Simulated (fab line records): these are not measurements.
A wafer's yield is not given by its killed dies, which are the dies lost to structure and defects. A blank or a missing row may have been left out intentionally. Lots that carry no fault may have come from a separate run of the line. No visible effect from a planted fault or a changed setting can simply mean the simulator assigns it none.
What tool caused it? + flow n5_finfet + 33 wafers sampled from 11 lots at 1 step of a route of 1938

== WHAT EACH GAUGE READ, for each wafer ==
N5_BEOL_M9_THK_MEAS_01.
| lot  | measured     | on            | M9_ILD_THK (nm) |
|------|--------------|---------------|-----------------|
| L150 | day 9 15:32  | film_metro-02 | 269 274 266     |
| L151 | day 10 12:40 | film_metro-02 | 268 267 275     |
| L155 | day 11 17:01 | film_metro-02 | 266 270 268     |
| L156 | day 12 01:58 | film_metro-01 | 268 266 270     |
| L159 | day 12 03:49 | film_metro-01 | 266 265 273     |
| L158 | day 12 10:14 | film_metro-02 | 266 263 273     |
| L163 | day 14 03:58 | film_metro-02 | 266 264 275     |
| L165 | day 14 06:19 | film_metro-02 | 267 271 272     |
| L166 | day 14 09:56 | film_metro-01 | 263 264 267     |
| L171 | day 15 13:53 | film_metro-02 | 263 261 264     |
| L169 | day 15 14:11 | film_metro-01 | 264 266 266     |

== TOOL THAT RAN EACH LOT (tool first, then ch and the chambers of the sampled wafers, then the start) ==
The record shows no process step preceding these readings.

== THE ANSWER, worked out from the rows above alone ==
Rule: what is usual is taken from the lots themselves. The widest of any qualifying gaps counts: lots, ordered by their means at a reading, are off when they make up no more than a third of the lots, leave a main group of 4 or more, and stand apart from it by 3 or more times the standard deviation of that group's means. If all means in a main group match to the digits the tables above print for the reading, that group is not used. A lot without any number at a reading at which 4 lots or more have one is off too. The other lots that the step has rows for count as sound.
Nothing can be told from this: no lot is off at any reading shown.

== WHAT HAD BEEN PUT IN BY THE SIMULATOR ==
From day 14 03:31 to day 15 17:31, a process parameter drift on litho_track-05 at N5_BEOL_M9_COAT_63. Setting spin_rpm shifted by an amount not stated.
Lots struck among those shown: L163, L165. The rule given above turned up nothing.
